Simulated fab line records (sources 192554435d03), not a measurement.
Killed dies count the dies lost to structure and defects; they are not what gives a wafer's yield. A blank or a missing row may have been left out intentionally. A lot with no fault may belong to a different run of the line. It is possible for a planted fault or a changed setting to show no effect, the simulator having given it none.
Which tool did it? :: flow n5_finfet :: 30 wafers from 10 lots sampled at 6 of the route's 1938 steps

== WHAT THE GAUGES SHOWED, per wafer ==
N5_ZERO_LAYER_CD_MEAS_11: the cd target is 2000 nm. Usual: cd_nm reads 2000.3 nm (standard deviation 1.6).
lot: L264
measured: day 1 12:47
on: cd_sem-01
cd_nm (nm): 2002.1 1999.9 2001.0
flag: 

lot: L266
measured: day 2 00:46
on: cd_sem-03
cd_nm (nm): 2000.8 2001.2 1999.8
flag: 

lot: L269
measured: day 2 18:38
on: cd_sem-03
cd_nm (nm): 1999.0 2000.5 1999.8
flag: 

lot: L275
measured: day 4 06:46
on: cd_sem-01
cd_nm (nm): 2001.1 2000.0 2000.3
flag: 

lot: L276
measured: day 4 12:38
on: cd_sem-01
cd_nm (nm): 1999.6 1998.5 1998.9
flag: 

lot: L279
measured: day 5 06:38
on: cd_sem-03
cd_nm (nm): 2003.7 2002.0 2001.1
flag: 

lot: L280
measured: day 5 12:46
on: cd_sem-01
cd_nm (nm): 2001.8 1999.8 1999.2
flag: 

lot: L281
measured: day 5 18:47
on: cd_sem-02
cd_nm (nm): 2000.5 1999.1 2001.6
flag: 

lot: L283
measured: day 6 06:46
on: cd_sem-01
cd_nm (nm): 2001.4 2002.5 2003.4
flag: 

lot: L286
measured: day 7 00:47
on: cd_sem-03
cd_nm (nm): 1999.8 2000.0 1999.5
flag: 

N5_WELL_APT_CD_MEAS_25: the cd target is 200 nm. Usual: cd_nm reads 200.5 nm (standard deviation 1.4).
lot: L264
measured: day 1 15:26
on: cd_sem-01
cd_nm (nm): 201.2 201.3 203.9
flag: 

lot: L266
measured: day 2 02:50
on: cd_sem-02
cd_nm (nm): 201.9 200.9 201.3
flag: 

lot: L269
measured: day 2 20:50
on: cd_sem-01
cd_nm (nm): 202.1 202.0 201.6
flag: 

lot: L275
measured: day 4 09:18
on: cd_sem-03
cd_nm (nm): - - -
flag: OFF

lot: L276
measured: day 4 15:04
on: cd_sem-02
cd_nm (nm): - - -
flag: OFF

lot: L279
measured: day 5 08:58
on: cd_sem-03
cd_nm (nm): 199.5 198.0 199.9
flag: 

lot: L280
measured: day 5 15:03
on: cd_sem-03
cd_nm (nm): 201.1 200.6 199.9
flag: 

lot: L281
measured: day 5 20:59
on: cd_sem-03
cd_nm (nm): 201.5 202.0 201.5
flag: 

lot: L283
measured: day 6 08:58
on: cd_sem-02
cd_nm (nm): 198.2 199.1 202.2
flag: 

lot: L286
measured: day 7 06:07
on: cd_sem-03
cd_nm (nm): 201.1 200.1 200.1
flag: 

N5_BEOL_M4_RC_MEAS_101. Usual: DIBL_N 36.0 mV/V, standard deviation 1.3; DIBL_P 36.2 mV/V, standard deviation 1.7; IOFF_N 0.155 nA/um, standard deviation 0.024; IOFF_P 0.21 nA/um, standard deviation 0.034; ION_N 674 uA/um, standard deviation 9; ION_P 463 uA/um, standard deviation 7.1; SS_N 71.4 mV/dec, standard deviation 0.5; SS_P 73.4 mV/dec, standard deviation 0.57; VT_N 250.0 mV, standard deviation 2.8; VT_P -251 mV, standard deviation 3.2.
lot: L264
measured: day 9 19:06
on: prober-01
DIBL_N (mV/V): 34.4 32.8 34.7
DIBL_P (mV/V): 34.2 32.1 34.6
IOFF_N (nA/um): 0.113 0.097 0.123
IOFF_P (nA/um): 0.17 0.14 0.18
ION_N (uA/um): 654 654 664
ION_P (uA/um): 457 454 460
SS_N (mV/dec): 70.8 70.5 71.1
SS_P (mV/dec): 72.5 72.9 73.6
VT_N (mV): 255.3 255.2 254.6
VT_P (mV): -254 -256 -253
flag: 

lot: L266
measured: day 11 09:54
on: prober-01
DIBL_N (mV/V): 35.8 35.7 37.3
DIBL_P (mV/V): 35.3 35.4 37.0
IOFF_N (nA/um): 0.143 0.144 0.171
IOFF_P (nA/um): 0.18 0.19 0.20
ION_N (uA/um): 675 675 680
ION_P (uA/um): 457 458 459
SS_N (mV/dec): 71.1 70.8 71.6
SS_P (mV/dec): 72.9 73.4 73.3
VT_N (mV): 250.7 251.6 249.7
VT_P (mV): -252 -252 -251
flag: 

lot: L269
measured: day 15 11:17
on: prober-02
DIBL_N (mV/V): 36.1 36.3 34.5
DIBL_P (mV/V): 37.0 37.2 35.2
IOFF_N (nA/um): 0.162 0.155 0.132
IOFF_P (nA/um): 0.20 0.20 0.18
ION_N (uA/um): 674 663 660
ION_P (uA/um): 458 451 453
SS_N (mV/dec): 71.9 71.7 71.2
SS_P (mV/dec): 73.4 72.9 73.7
VT_N (mV): 249.5 251.1 252.5
VT_P (mV): -251 -254 -254
flag: 

lot: L279
measured: day 13 23:57
on: prober-02
DIBL_N (mV/V): 37.7 35.4 38.0
DIBL_P (mV/V): 36.4 33.7 37.1
IOFF_N (nA/um): 0.176 0.134 0.192
IOFF_P (nA/um): 0.26 0.21 0.28
ION_N (uA/um): 683 668 678
ION_P (uA/um): 472 465 473
SS_N (mV/dec): 71.4 72.0 72.3
SS_P (mV/dec): 74.0 73.5 73.9
VT_N (mV): 245.8 247.5 245.9
VT_P (mV): -246 -246 -243
flag: 

lot: L280
measured: day 14 07:26
on: prober-02
DIBL_N (mV/V): 38.0 36.2 36.5
DIBL_P (mV/V): 38.0 36.0 35.8
IOFF_N (nA/um): 0.180 0.142 0.143
IOFF_P (nA/um): 0.24 0.20 0.20
ION_N (uA/um): 680 664 667
ION_P (uA/um): 466 459 463
SS_N (mV/dec): 71.8 71.0 71.7
SS_P (mV/dec): 73.8 73.3 73.8
VT_N (mV): 249.6 249.0 253.3
VT_P (mV): -252 -252 -252
flag: 

lot: L281
measured: day 14 10:12
on: prober-01
DIBL_N (mV/V): 35.4 34.7 35.4
DIBL_P (mV/V): 37.6 37.2 38.1
IOFF_N (nA/um): 0.143 0.137 0.149
IOFF_P (nA/um): 0.19 0.18 0.20
ION_N (uA/um): 670 666 676
ION_P (uA/um): 459 456 467
SS_N (mV/dec): 71.4 71.4 72.0
SS_P (mV/dec): 73.7 73.1 73.9
VT_N (mV): 252.1 250.1 250.3
VT_P (mV): -254 -253 -251
flag: 

lot: L283
measured: day 14 15:31
on: prober-01
DIBL_N (mV/V): 36.7 37.5 36.4
DIBL_P (mV/V): 36.2 37.5 36.1
IOFF_N (nA/um): 0.164 0.180 0.156
IOFF_P (nA/um): 0.24 0.26 0.23
ION_N (uA/um): 680 683 680
ION_P (uA/um): 473 476 472
SS_N (mV/dec): 72.1 72.1 72.2
SS_P (mV/dec): 73.5 74.1 73.3
VT_N (mV): 250.9 251.2 250.9
VT_P (mV): -246 -246 -247
flag: 

lot: L286
measured: day 15 22:30
on: prober-01
DIBL_N (mV/V): 34.6 33.5 33.9
DIBL_P (mV/V): 34.0 33.6 33.6
IOFF_N (nA/um): 0.126 0.124 0.121
IOFF_P (nA/um): 0.16 0.16 0.16
ION_N (uA/um): 657 658 655
ION_P (uA/um): 447 453 453
SS_N (mV/dec): 70.6 71.5 71.5
SS_P (mV/dec): 73.1 72.0 73.2
VT_N (mV): 257.1 253.6 253.1
VT_P (mV): -257 -256 -256
flag: 

== TOOL THAT RAN EACH LOT (tool first, then ch and the chambers of the sampled wafers, then the start) ==
lot: L264
N5_ZERO_LAYER_DESCUM_16: rie_diel-03 ch 2,3, day 1 13:11
N5_WELL_APT_COAT_19: litho_track-03 ch 0, day 1 15:02
N5_WELL_APT_EPI_41: epi_rpcvd-03 ch 0, day 1 16:43

lot: L266
N5_ZERO_LAYER_DESCUM_16: rie_diel-01 ch 0,2, day 2 00:48
N5_WELL_APT_COAT_19: litho_track-03 ch 0, day 2 02:34
N5_WELL_APT_EPI_41: epi_rpcvd-03 ch 0, day 2 03:56

lot: L269
N5_ZERO_LAYER_DESCUM_16: rie_diel-03 ch 1,2, day 2 18:41
N5_WELL_APT_COAT_19: litho_track-01 ch 0, day 2 20:26
N5_WELL_APT_EPI_41: epi_rpcvd-02 ch 0, day 2 21:55

lot: L275
N5_ZERO_LAYER_DESCUM_16: rie_diel-03 ch 0,2,3, day 4 06:48
N5_WELL_APT_COAT_19: litho_track-04, day 4 08:55
N5_WELL_APT_EPI_41: epi_rpcvd-02 ch 0, day 4 10:41

lot: L276
N5_ZERO_LAYER_DESCUM_16: rie_diel-01 ch 1,2,3, day 4 12:55
N5_WELL_APT_COAT_19: litho_track-01, day 4 14:40
N5_WELL_APT_EPI_41: epi_rpcvd-03 ch 0, day 4 16:26

lot: L279
N5_ZERO_LAYER_DESCUM_16: rie_diel-03 ch 0,1,3, day 5 06:41
N5_WELL_APT_COAT_19: litho_track-04 ch 0, day 5 08:42
N5_WELL_APT_EPI_41: epi_rpcvd-02 ch 0, day 5 10:09

lot: L280
N5_ZERO_LAYER_DESCUM_16: rie_diel-06 ch 0,2,3, day 5 12:49
N5_WELL_APT_COAT_19: litho_track-04 ch 0, day 5 14:47
N5_WELL_APT_EPI_41: epi_rpcvd-02 ch 0, day 5 16:14

lot: L281
N5_ZERO_LAYER_DESCUM_16: rie_diel-03 ch 1,2,3, day 5 18:49
N5_WELL_APT_COAT_19: litho_track-03 ch 0, day 5 20:36
N5_WELL_APT_EPI_41: epi_rpcvd-02 ch 0, day 5 22:05

lot: L283
N5_ZERO_LAYER_DESCUM_16: rie_diel-01 ch 0,1,3, day 6 06:51
N5_WELL_APT_COAT_19: litho_track-04 ch 0, day 6 08:35
N5_WELL_APT_EPI_41: epi_rpcvd-02 ch 0, day 6 10:35

lot: L286
N5_ZERO_LAYER_DESCUM_16: rie_diel-06 ch 1,2,3, day 7 02:12
N5_WELL_APT_COAT_19: litho_track-04 ch 0, day 7 05:43
N5_WELL_APT_EPI_41: epi_rpcvd-04 ch 0, day 7 07:18
- N5_ZERO_LAYER_DESCUM_16: chemistry O2, time 7.9 s.
- N5_WELL_APT_COAT_19: resist thk 950 nm.
- N5_WELL_APT_EPI_41: deposits Si from SiH4/H2, target thk 50 nm, time 297.7 s.

== WHAT THE TOOLS THEMSELVES READ (means of the sampled wafers that have a number; where no wafer has one, the mark that the record gives instead) ==
N5_ZERO_LAYER_DESCUM_16. Usual: drypump_motor_current_A 5.8 A, standard deviation 0.55; o2_flow_sccm 225.0 sccm, standard deviation 0.64; oes_product_au 0.77 a.u., standard deviation 0.071; rf_vpp_V 243.3 V, standard deviation 1.2; showerhead_plenum_p_Torr 2.10 Torr, standard deviation 0.065; throttle_valve_pct 20.57 %, standard deviation 0.22.
lot: L264
tool: rie_diel-03
drypump_motor_current_A (A): 5.2
o2_flow_sccm (sccm): 224.5
oes_product_au (a.u.): 0.73
rf_vpp_V (V): 244.9
showerhead_plenum_p_Torr (Torr): 2.16
throttle_valve_pct (%): 20.65
flag: 

lot: L266
tool: rie_diel-01
drypump_motor_current_A (A): 6.5
o2_flow_sccm (sccm): 225.5
oes_product_au (a.u.): 0.82
rf_vpp_V (V): 241.9
showerhead_plenum_p_Torr (Torr): 2.02
throttle_valve_pct (%): 20.77
flag: 

lot: L269
tool: rie_diel-03
drypump_motor_current_A (A): 5.4
o2_flow_sccm (sccm): 225.5
oes_product_au (a.u.): 0.79
rf_vpp_V (V): 243.9
showerhead_plenum_p_Torr (Torr): 2.13
throttle_valve_pct (%): 20.25
flag: 

lot: L275
tool: rie_diel-03
drypump_motor_current_A (A): 5.3
o2_flow_sccm (sccm): 225.1
oes_product_au (a.u.): 0.83
rf_vpp_V (V): 243.3
showerhead_plenum_p_Torr (Torr): 2.14
throttle_valve_pct (%): 20.49
flag: 

lot: L276
tool: rie_diel-01
drypump_motor_current_A (A): 6.2
o2_flow_sccm (sccm): 225.0
oes_product_au (a.u.): 0.73
rf_vpp_V (V): 243.9
showerhead_plenum_p_Torr (Torr): 2.05
throttle_valve_pct (%): 20.71
flag: 

lot: L279
tool: rie_diel-03
drypump_motor_current_A (A): 5.7
o2_flow_sccm (sccm): 224.6
oes_product_au (a.u.): 0.81
rf_vpp_V (V): 242.7
showerhead_plenum_p_Torr (Torr): 2.08
throttle_valve_pct (%): 20.38
flag: 

lot: L280
tool: rie_diel-06
drypump_motor_current_A (A): 6.0
o2_flow_sccm (sccm): 224.7
oes_product_au (a.u.): 0.79
rf_vpp_V (V): 244.1
showerhead_plenum_p_Torr (Torr): 2.11
throttle_valve_pct (%): 20.64
flag: 

lot: L281
tool: rie_diel-03
drypump_motor_current_A (A): 5.5
o2_flow_sccm (sccm): 225.1
oes_product_au (a.u.): 0.83
rf_vpp_V (V): 243.3
showerhead_plenum_p_Torr (Torr): 2.11
throttle_valve_pct (%): 20.30
flag: 

lot: L283
tool: rie_diel-01
drypump_motor_current_A (A): 6.3
o2_flow_sccm (sccm): 224.8
oes_product_au (a.u.): 0.76
rf_vpp_V (V): 243.3
showerhead_plenum_p_Torr (Torr): 2.07
throttle_valve_pct (%): 20.70
flag: 

lot: L286
tool: rie_diel-06
drypump_motor_current_A (A): 5.6
o2_flow_sccm (sccm): 224.9
oes_product_au (a.u.): 0.78
rf_vpp_V (V): 243.3
showerhead_plenum_p_Torr (Torr): 2.10
throttle_valve_pct (%): 20.58
flag: 

N5_WELL_APT_COAT_19. Usual: chill_plate_temp_C 22.99 C, standard deviation 0.12; dispense_pressure_kPa 56.3 kPa, standard deviation 2.4.
lot: L264
tool: litho_track-03
chill_plate_temp_C (C): 23.09
dispense_pressure_kPa (kPa): 58.5
flag: 

lot: L266
tool: litho_track-03
chill_plate_temp_C (C): 23.03
dispense_pressure_kPa (kPa): 58.5
flag: 

lot: L269
tool: litho_track-01
chill_plate_temp_C (C): 22.90
dispense_pressure_kPa (kPa): 56.1
flag: 

lot: L275
tool: litho_track-04
chill_plate_temp_C (C): -
dispense_pressure_kPa (kPa): -
flag: OFF

lot: L276
tool: litho_track-01
chill_plate_temp_C (C): -
dispense_pressure_kPa (kPa): -
flag: OFF

lot: L279
tool: litho_track-04
chill_plate_temp_C (C): 23.06
dispense_pressure_kPa (kPa): 53.2
flag: 

lot: L280
tool: litho_track-04
chill_plate_temp_C (C): 23.08
dispense_pressure_kPa (kPa): 53.2
flag: 

lot: L281
tool: litho_track-03
chill_plate_temp_C (C): 22.90
dispense_pressure_kPa (kPa): 58.5
flag: 

lot: L283
tool: litho_track-04
chill_plate_temp_C (C): 22.99
dispense_pressure_kPa (kPa): 53.2
flag: 

lot: L286
tool: litho_track-04
chill_plate_temp_C (C): 23.01
dispense_pressure_kPa (kPa): 53.2
flag: 

N5_WELL_APT_EPI_41. Usual: susceptor_temp_C 650.03 C, standard deviation 0.29; throttle_valve_pct 11.45 %, standard deviation 0.29.
lot: L264
tool: epi_rpcvd-03
susceptor_temp_C (C): 649.83
throttle_valve_pct (%): 11.03
flag: 

lot: L266
tool: epi_rpcvd-03
susceptor_temp_C (C): 650.09
throttle_valve_pct (%): 11.15
flag: 

lot: L269
tool: epi_rpcvd-02
susceptor_temp_C (C): 649.99
throttle_valve_pct (%): 11.54
flag: 

lot: L275
tool: epi_rpcvd-02
susceptor_temp_C (C): 650.18
throttle_valve_pct (%): 11.52
flag: 

lot: L276
tool: epi_rpcvd-03
susceptor_temp_C (C): 649.97
throttle_valve_pct (%): 11.08
flag: 

lot: L279
tool: epi_rpcvd-02
susceptor_temp_C (C): 649.92
throttle_valve_pct (%): 11.52
flag: 

lot: L280
tool: epi_rpcvd-02
susceptor_temp_C (C): 649.83
throttle_valve_pct (%): 11.58
flag: 

lot: L281
tool: epi_rpcvd-02
susceptor_temp_C (C): 650.11
throttle_valve_pct (%): 11.60
flag: 

lot: L283
tool: epi_rpcvd-02
susceptor_temp_C (C): 650.31
throttle_valve_pct (%): 11.47
flag: 

lot: L286
tool: epi_rpcvd-04
susceptor_temp_C (C): 650.11
throttle_valve_pct (%): 11.74
flag: 

== THE ANSWER, worked out from the rows above alone ==
Rule: lot off if the mean of its wafers having a number is beyond 3 standard deviations from the usual mean. Also off: a lot with no number at a reading for which 4 or more lots have one. All remaining lots with rows at the step are treated as sound. Order of review: gauges by route order, followed by the tools' own readings, for which a lot's mean as printed above is used. At the first step where some lot is off, the reading lying furthest off is the one used; lots without a number count as furthest.
Off: L275, L276 (N5_WELL_APT_CD_MEAS_25, cd_nm). Without a number there: L275, L276.
A tool fits if, at a process step before that reading, it ran every lot that is off, and no sound lot after the first of them. Not tried: the gauges at N5_WELL_APT_CD_MEAS_25; whatever is off there is also off at N5_WELL_APT_COAT_19, on other tools, and gauge error can't account for it. None of those tried fits.

== WHAT THE SIMULATOR HAD PUT IN ==
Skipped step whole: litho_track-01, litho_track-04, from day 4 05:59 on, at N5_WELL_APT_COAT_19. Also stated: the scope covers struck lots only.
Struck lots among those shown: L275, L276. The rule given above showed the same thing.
